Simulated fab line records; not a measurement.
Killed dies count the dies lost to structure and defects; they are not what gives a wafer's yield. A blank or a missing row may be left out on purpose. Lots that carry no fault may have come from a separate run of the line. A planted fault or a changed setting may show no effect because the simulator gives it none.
Matching of chambers -- flow n5-finfet -- rie-si-04 running N5_BEOL_M0_SAQP_MANDREL_ETCH_20: 4 sister chambers
The step etches a-Si in HBr/Cl2, stops on SiNx, target depth 60 nm, bt time 10 s, time 30 s. 8 wafers are shown with their chamber, then 7 later ones without.

WAFERS, EACH WITH ITS CHAMBER
wafer,chamber,throttle-valve-pct (%),drypump-motor-current-A (A)
L077.2,1,35.1,5.9
L077.6,2,35.1,5.9
L084.4,0,35.7,5.6
L084.6,1,35.1,5.9
L086.3,0,35.8,5.5
L086.6,2,35.1,5.9
L087.2,3,35.1,5.7
L087.5,3,35.1,5.7

WAFERS WITHOUT THEIR CHAMBER
wafer,throttle-valve-pct (%),drypump-motor-current-A (A)
L087.6,35.1,5.9
L090.3,35.1,5.9
L090.4,35.7,5.6
L090.6,35.1,5.9
L097.2,35.7,5.5
L097.3,35.0,5.9
L097.6,35.1,5.7

CHAMBER TAKEN BY EACH
wafer,from the rows above,in truth
L087.6,can't be placed: 1 or 2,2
L090.3,can't be placed: 1 or 2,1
L090.4,0,0
L090.6,can't be placed: 1 or 2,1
L097.2,0,0
L097.3,can't be placed: 1 or 2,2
L097.6,3,3
Correct placement for 3 of the 7. Unplaceable from these rows: 4, with the true chamber sitting among the candidates in 4. Placed wrongly: 0.
How it was worked out, from the rows above alone: a wafer's distance from a chamber is the root of the sum, over the readings, of the square of ((its reading less the chamber's mean) divided by the reading's scatter). If the next closest chamber is less than 2 further off than the closest, the wafer can't be placed; otherwise it belongs to the closest. For every chamber, the mean is computed from those of its wafers that are shown. How the scatter is found: for the shown wafers, subtract from each reading the mean of its chamber, square and add these, divide the total by (wafers less chambers), then take the root.
